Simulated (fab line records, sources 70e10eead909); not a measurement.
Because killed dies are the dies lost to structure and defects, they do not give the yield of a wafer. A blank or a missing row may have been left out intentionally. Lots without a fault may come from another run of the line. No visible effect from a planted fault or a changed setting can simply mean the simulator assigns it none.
fab line records    flow nandHarc    part 2 of 2: steps 31 to 42 of 42
[record] lots = 5  wafers = 15  lastDay = 28
route steps=1302 shown P_GATE@188 P_CONTACT@217
lots with no fault: from the same line, run without faults
startH: hours from the record's opening day to when the first of the lot's shown wafers began    waitH: how many hours have passed since the lot's step before this one    " the same as in the row above    L1.1+2: several wafers, shown together as one row    - value missing, or start not given    * or withheld: withheld    < > ~ a bound
route shown NAME@n: names a module that has steps shown in the file, with the first one's number in the route    usual: mean/standard deviation of fault-free wafers    same: alike in all rows    chamber/n: place in a boat    sites: each site's reading    _std_site: the standard deviation of these    _edge_site: the outer-site mean with the inner-site mean subtracted    radiusMm: how far each site lies from the wafer's centre    mask NAME#n: copy n    behind: the tool/chamber that last shaped the wafer    hold: why the lot went on hold/how many hours it stayed there/how the hold came to an end    device: the n, p or np transistor that did not switch    end of line: tests run on the same wafers once the route is complete    a step with no rows: only its recipe    killed: dies that structure and defects cost at the first sort, which is not the same as the wafer's yield    map: the dies of a wafer, with x for killed, . for not killed, _ for no die there
set.NAME: setting as actually run; set.NAME@STEP: the setting as run at that earlier step    model.NAME: the simulator's own value behind a step, which no gauge read
lots at some steps of the route; a table a step, a row a wafer
services: a tool's chamber out of use, with start hour (startH, from the record's first day; less than 0 if before it), hours out, and reason
[[steps]]
[step NHARC_P_CONTACT_DEP_00]
[recipe] targetThkA = 5000  tempC = 400  pressureTorr = 6.5  rfW = 900  teosFlowSccm = 161.4  flowSccm = 2650  targetThkNm = 500  gas = O2  material = SiO2
[usual] heaterPowerW = 556/100  throttleValvePct = 16.1/0.52
lot.wafer  tool      chamber  startH  waitH  heaterPowerW  throttleValvePct
L074.3     pecvd-03  2        -       -      521           16.5
L074.2     "         1        "       "      541           15.7
L074.5     "         2        "       "      543           16.0
L079.6     pecvd-04  2        -       -      529           16.4
L079.4     "         0        "       "      584           17.0
L079.5     "         1        "       "      572           15.5
L082.3     pecvd-04  1        -       -      458           15.6
L082.6     "         2        "       "      460           16.3
L082.4     "         0        "       "      545           17.1
L084.2     pecvd-01  0        217.04  0.3    774           16.4
L084.4     "         1        "       "      571           16.2
L084.5     "         1        "       "      576           16.0
L086.2     pecvd-03  0        -       -      455           15.5
L086.6     "         1        "       "      680           16.5
L086.5     "         0        "       "      345           15.2
[step NHARC_P_CONTACT_CMP_01]
[recipe] targetThkNm = 200  material = SiO2
[usual] edgeZonePressureFrac = 1.000/0.0045  motorCurrentA = 12.2/1.3  retainingRingPressureFrac = 1.000/0.0048
lot.wafer  tool    chamber  startH  waitH  edgeZonePressureFrac  motorCurrentA  retainingRingPressureFrac
L074.2     cmp-02  2        127.43  -      1.003                 11.4           1.001
L074.3     "       3        "       "      0.997                 12.0           0.995
L074.5     "       2        "       "      1.004                 10.6           0.995
L079.4     cmp-04  0        164.56  -      1.005                 11.1           0.993
L079.5     "       1        "       "      1.000                 13.7           0.989
L079.6     "       2        "       "      1.001                 13.3           0.998
L082.4     cmp-04  3        194.22  -      0.996                 13.6           0.998
L082.3     "       0        "       "      1.006                 10.7           0.997
L082.6     "       3        "       "      0.994                 13.8           1.003
L084.2     cmp-04  0        217.65  0.5    1.000                 10.3           0.998
L084.4     "       2        "       "      0.996                 13.7           0.999
L084.5     "       1        "       "      1.003                 13.4           0.995
L086.2     cmp-01  1        234.62  -      1.001                 11.7           0.997
L086.6     "       0        "       "      0.997                 11.7           0.996
L086.5     "       1        "       "      0.999                 11.4           1.002
[step NHARC_P_CONTACT_SRD_03]
lot.wafer   tool         chamber  startH  waitH
L074.3+2+5  wetBench-06  0,3,4    127.73  0.0
L079.5+4+6  wetBench-04  1,2,3    164.79  0.0
L082.4+6+3  wetBench-04  3,6,7    194.52  0.0
L084.5+4+2  wetBench-06  6,2,3    217.95  0.0
L086.6+5+2  wetBench-09  0,1,4    234.89  0.0
[step NHARC_P_CONTACT_DEHYDRATE_04]
[recipe] tempC = 150  timeS = 120
[usual] plateTempC = 150.02/0.16
lot.wafer  tool           chamber  startH  waitH  plateTempC
L074.2     lithoTrack-06  0        127.81  0.1    150.10
L074.3     "              0        "       "      150.07
L074.5     "              0        "       "      149.83
L079.4     lithoTrack-04  0        164.86  0.1    149.80
L079.5     "              0        "       "      150.11
L079.6     "              0        "       "      149.98
L082.3     lithoTrack-04  0        194.60  0.1    150.20
L082.4     "              0        "       "      149.93
L082.6     "              0        "       "      149.99
L084.2     lithoTrack-01  0        218.03  0.1    150.02
L084.4     "              0        "       "      150.21
L084.5     "              0        "       "      150.14
L086.2     lithoTrack-06  0        234.97  0.1    149.76
L086.5     "              0        "       "      150.19
L086.6     "              0        "       "      150.05
[step NHARC_P_CONTACT_HMDS_05]
[recipe] timeS = 30
lot.wafer   tool           chamber  startH  waitH
L074.2+3+5  lithoTrack-06  0        -       -
L079.4+5+6  lithoTrack-04  0        -       -
L082.3+4+6  lithoTrack-04  0        -       -
L084.2+4+5  lithoTrack-01  0        -       -
L086.2+5+6  lithoTrack-06  0        -       -
[step NHARC_P_CONTACT_COAT_33]
[recipe] tempC = 260  timeS = 75
[usual] plateTempC = 260.01/0.17
lot.wafer  tool           chamber  startH  waitH  plateTempC
L074.2     lithoTrack-06  0        -       -      260.10
L074.3     "              0        "       "      259.93
L074.5     "              0        "       "      260.06
L079.4     lithoTrack-04  0        -       -      259.63
L079.5     "              0        "       "      260.19
L079.6     "              0        "       "      259.95
L082.3     lithoTrack-04  0        -       -      259.72
L082.4     "              0        "       "      260.33
L082.6     "              0        "       "      259.98
L084.2     lithoTrack-01  0        -       -      260.23
L084.4     "              0        "       "      260.33
L084.5     "              0        "       "      260.30
L086.2     lithoTrack-06  0        -       -      259.79
L086.5     "              0        "       "      259.81
L086.6     "              0        "       "      259.93
[step NHARC_P_CONTACT_COAT_34]
[recipe] tempC = 225  timeS = 65
[usual] plateTempC = 225.04/0.16
lot.wafer  tool           chamber  startH  waitH  plateTempC
L074.2     lithoTrack-06  0        -       -      225.30
L074.3     "              0        "       "      225.12
L074.5     "              0        "       "      225.09
L079.4     lithoTrack-04  0        -       -      225.06
L079.5     "              0        "       "      225.28
L079.6     "              0        "       "      225.12
L082.3     lithoTrack-04  0        -       -      225.06
L082.4     "              0        "       "      225.52
L082.6     "              0        "       "      225.26
L084.2     lithoTrack-01  0        -       -      225.36
L084.4     "              0        "       "      225.32
L084.5     "              0        "       "      224.79
L086.2     lithoTrack-06  0        -       -      224.66
L086.5     "              0        "       "      224.86
L086.6     "              0        "       "      225.22
[step NHARC_P_CONTACT_COAT_06]
[recipe] spinRpm = 1500  resistThkNm = 90
[usual] spinSpeedRpm = 1499.9/1
lot.wafer  tool           chamber  startH  waitH  spinSpeedRpm
L074.2     lithoTrack-06  0        -       -      1500.0
L074.3     "              0        "       "      1500.3
L074.5     "              0        "       "      1499.5
L079.4     lithoTrack-04  0        -       -      1500.4
L079.5     "              0        "       "      1500.7
L079.6     "              0        "       "      1499.6
L082.3     lithoTrack-04  0        -       -      1502.4
L082.4     "              0        "       "      1499.5
L082.6     "              0        "       "      1502.0
L084.2     lithoTrack-01  0        -       -      1500.1
L084.4     "              0        "       "      1498.0
L084.5     "              0        "       "      1501.1
L086.2     lithoTrack-06  0        -       -      1500.8
L086.5     "              0        "       "      1500.4
L086.6     "              0        "       "      1499.3
[step NHARC_P_CONTACT_SOFTBAKE_07]
[recipe] tempC = 105  timeS = 55
[usual] plateTempC = 104.99/0.12
lot.wafer  tool           chamber  startH  waitH  plateTempC
L074.2     lithoTrack-06  0        -       -      105.07
L074.3     "              0        "       "      104.93
L074.5     "              0        "       "      104.83
L079.4     lithoTrack-04  0        -       -      105.07
L079.5     "              0        "       "      105.13
L079.6     "              0        "       "      105.03
L082.3     lithoTrack-04  0        -       -      105.04
L082.4     "              0        "       "      105.16
L082.6     "              0        "       "      105.02
L084.2     lithoTrack-01  0        -       -      105.03
L084.4     "              0        "       "      104.82
L084.5     "              0        "       "      104.77
L086.2     lithoTrack-06  0        -       -      105.22
L086.5     "              0        "       "      105.10
L086.6     "              0        "       "      105.16
[step NHARC_P_CONTACT_EBR_08]
lot.wafer   tool           chamber  startH  waitH
L074.2+3+5  lithoTrack-06  0        -       -
L079.4+5+6  lithoTrack-04  0        -       -
L082.3+4+6  lithoTrack-04  0        -       -
L084.2+4+5  lithoTrack-01  0        -       -
L086.2+5+6  lithoTrack-06  0        -       -
[step NHARC_P_CONTACT_EXPOSE_09]
[recipe] na = 1.35  targetCdNm = 90  doseMj = 81.26  maskId = P_CA
[usual] reticleTempC = 23.01/0.12
lot.wafer  tool            chamber  startH  waitH  mask    reticleTempC
L074.2     arfiScanner-02  0        128.13  -      P_CA#0  23.03
L074.3     "               0        "       "      P_CA#0  23.02
L074.5     "               0        "       "      P_CA#0  23.15
L079.4     arfiScanner-02  0        165.19  -      P_CA#0  22.95
L079.5     "               0        "       "      P_CA#0  22.89
L079.6     "               0        "       "      P_CA#0  22.97
L082.3     arfiScanner-03  0        194.93  -      P_CA#0  23.06
L082.4     "               0        "       "      P_CA#0  23.07
L082.6     "               0        "       "      P_CA#0  23.08
L084.2     arfiScanner-01  0        218.35  -      P_CA#0  23.05
L084.4     "               0        "       "      P_CA#0  23.10
L084.5     "               0        "       "      P_CA#0  23.07
L086.2     arfiScanner-01  0        235.29  -      P_CA#0  23.01
L086.5     "               0        "       "      P_CA#0  22.81
L086.6     "               0        "       "      P_CA#0  23.00
[step NHARC_P_CONTACT_PEB_10]
[recipe] pebTempC = 100  pebTimeS = 65
[usual] plateTempC = 99.99/0.12
lot.wafer  tool           chamber  startH  waitH  plateTempC
L074.2     lithoTrack-04  0        128.19  0.1    99.97
L074.3     "              0        "       "      100.04
L074.5     "              0        "       "      99.90
L079.4     lithoTrack-01  0        165.24  0.0    99.83
L079.5     "              0        "       "      99.92
L079.6     "              0        "       "      99.94
L082.3     lithoTrack-01  0        194.98  0.0    99.95
L082.4     "              0        "       "      100.06
L082.6     "              0        "       "      100.10
L084.2     lithoTrack-06  0        218.40  0.1    100.21
L084.4     "              0        "       "      100.26
L084.5     "              0        "       "      100.10
L086.2     lithoTrack-04  0        235.34  0.1    99.99
L086.5     "              0        "       "      99.92
L086.6     "              0        "       "      100.03
[[services]]
tool            chamber  startH  hours  kind
lithoTrack-03   -        100.00  7.0    pm
wetBench-01     -        101.60  8.0    pm
krfScanner-02   -        103.35  1.8    repair
pvdSputter-02   -        104.00  10.0   pm
pvdSputter-01   -        106.87  1.0    repair
plasmaAsher-01  -        122.01  4.7    repair
lithoTrack-05   -        124.00  7.0    pm
implanter-02    -        128.92  2.0    repair
pvdSputter-01   -        134.84  7.9    repair
pvdSputter-03   -        143.54  5.3    repair
implanter-02    -        146.00  13.0   pm
wetBench-03     -        146.18  1.5    repair
plasmaAsher-01  -        151.30  6.9    repair
plasmaAsher-02  -        152.27  4.5    repair
lithoTrack-01   -        155.00  7.0    pm
plasmaAsher-01  -        166.17  9.0    pm
implanter-02    -        168.54  1.2    repair
pvdSputter-03   -        170.03  10.0   pm
lithoTrack-06   -        179.00  7.0    pm
krfScanner-02   -        179.07  0.4    repair
wetBench-03     -        187.08  0.9    repair
wetBench-03     -        210.40  8.0    pm
pvdSputter-03   -        223.56  3.3    repair
pvdSputter-01   -        226.02  10.0   pm
